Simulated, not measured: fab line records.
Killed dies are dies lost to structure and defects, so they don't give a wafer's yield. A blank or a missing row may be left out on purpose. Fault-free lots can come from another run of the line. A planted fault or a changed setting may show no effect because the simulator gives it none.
Chamber matching -- flow n5Finfet -- rieDiel-05 running N5_HKMG_FIN_ETCH_86: 4 sister chambers
The step etches SOC in N2/H2, stops on TiN, target depth 393.2 nm. 8 wafers are shown with their chamber, then 8 later ones without.

== WAFERS PAIRED WITH THEIR CHAMBERS ==
wafer,chamber,showerheadPlenumPTorr (Torr),throttleValvePct (%)
L075.1,0,2.53,17.77
L078.5,3,2.50,18.17
L079.4,1,2.54,17.86
L079.6,2,2.64,17.43
L080.1,3,2.50,18.20
L080.4,1,2.54,17.86
L080.5,2,2.63,17.43
L086.1,0,2.52,17.83

== WAFERS MISSING THEIR CHAMBER ==
wafer,showerheadPlenumPTorr (Torr),throttleValvePct (%)
L086.2,2.63,17.47
L086.4,2.53,17.89
L090.1,2.49,17.83
L090.3,2.49,17.84
L090.4,2.53,17.90
L092.1,2.52,17.81
L092.2,2.49,17.84
L092.4,2.53,17.90

== WHICH CHAMBER EACH ONE RAN IN ==
wafer,from the rows above,in truth
L086.2,2,2
L086.4,can't be placed: 1 or 0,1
L090.1,0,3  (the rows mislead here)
L090.3,0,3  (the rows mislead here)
L090.4,can't be placed: 1 or 0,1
L092.1,0,0
L092.2,0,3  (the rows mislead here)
L092.4,can't be placed: 1 or 0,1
Placed correctly: 2 of 8. These rows do not allow placing 3 (true chamber among the candidates in 3). Wrongly placed: 3.
How it was worked out, from the rows above alone: a wafer's distance from a chamber is the root of the sum, over the readings, of the square of ((its reading less the chamber's mean) divided by the reading's scatter). The wafer belongs to the nearest chamber; if the next one is less than 2 further off, it can't be placed. The mean given for a chamber averages the wafers shown for that chamber. How the scatter is found: for the shown wafers, subtract from each reading the mean of its chamber, square and add these, divide the total by (wafers less chambers), then take the root.
